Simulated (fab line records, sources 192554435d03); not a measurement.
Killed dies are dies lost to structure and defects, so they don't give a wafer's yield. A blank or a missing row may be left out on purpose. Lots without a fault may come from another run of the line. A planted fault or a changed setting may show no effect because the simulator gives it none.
Chamber matching | flow n5_finfet | N5_BEOL_M13_ILD_DEP_00 on pecvd-01: 3 sister chambers
The step deposits SiOC from DEMS/O2, target thk 837.92 nm, time 166.4 s. 6 wafers are shown with their chamber, then 7 later ones without.

WAFERS WITH THEIR CHAMBER
wafer  | chamber | throttle_valve_pct (%) | showerhead_plenum_p_Torr (Torr)
L086.4 | 1       | 11.6                   | 5.687
L087.1 | 1       | 11.3                   | 5.680
L087.4 | 0       | 11.0                   | 5.675
L087.5 | 2       | 11.0                   | 5.685
L092.1 | 0       | 11.0                   | 5.668
L092.2 | 2       | 11.1                   | 5.697

WAFERS WITHOUT THEIR CHAMBER
wafer  | throttle_valve_pct (%) | showerhead_plenum_p_Torr (Torr)
L092.6 | 11.0                   | 5.661
L093.1 | 11.7                   | 5.691
L093.4 | 11.2                   | 5.704
L093.5 | 11.5                   | 5.685
L095.1 | 11.2                   | 5.679
L095.2 | 11.5                   | 5.678
L095.4 | 11.5                   | 5.689

WHICH CHAMBER EACH WENT THROUGH
wafer  | from the rows above          | in truth
L092.6 | 0                            | 0
L093.1 | 1                            | 1
L093.4 | can't be placed: 2 or 1      | 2
L093.5 | 1                            | 1
L095.1 | can't be placed: 0 or 1 or 2 | 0
L095.2 | 1                            | 1
L095.4 | 1                            | 1
Placed correctly: 5 of 7. Can't be placed from these rows: 2 (the true chamber is among the candidates in 2). Placed wrongly: 0.
How it was worked out, from the rows above alone: a wafer's distance from a chamber is the root of the sum, over the readings, of the square of ((its reading less the chamber's mean) divided by the reading's scatter). The wafer belongs to the nearest chamber; if the next one is less than 2 further off, it can't be placed. A chamber's mean is the mean of its shown wafers. The scatter: the root of (the sum of the squares of (reading less its chamber's mean) over the shown wafers, divided by (wafers less chambers)).
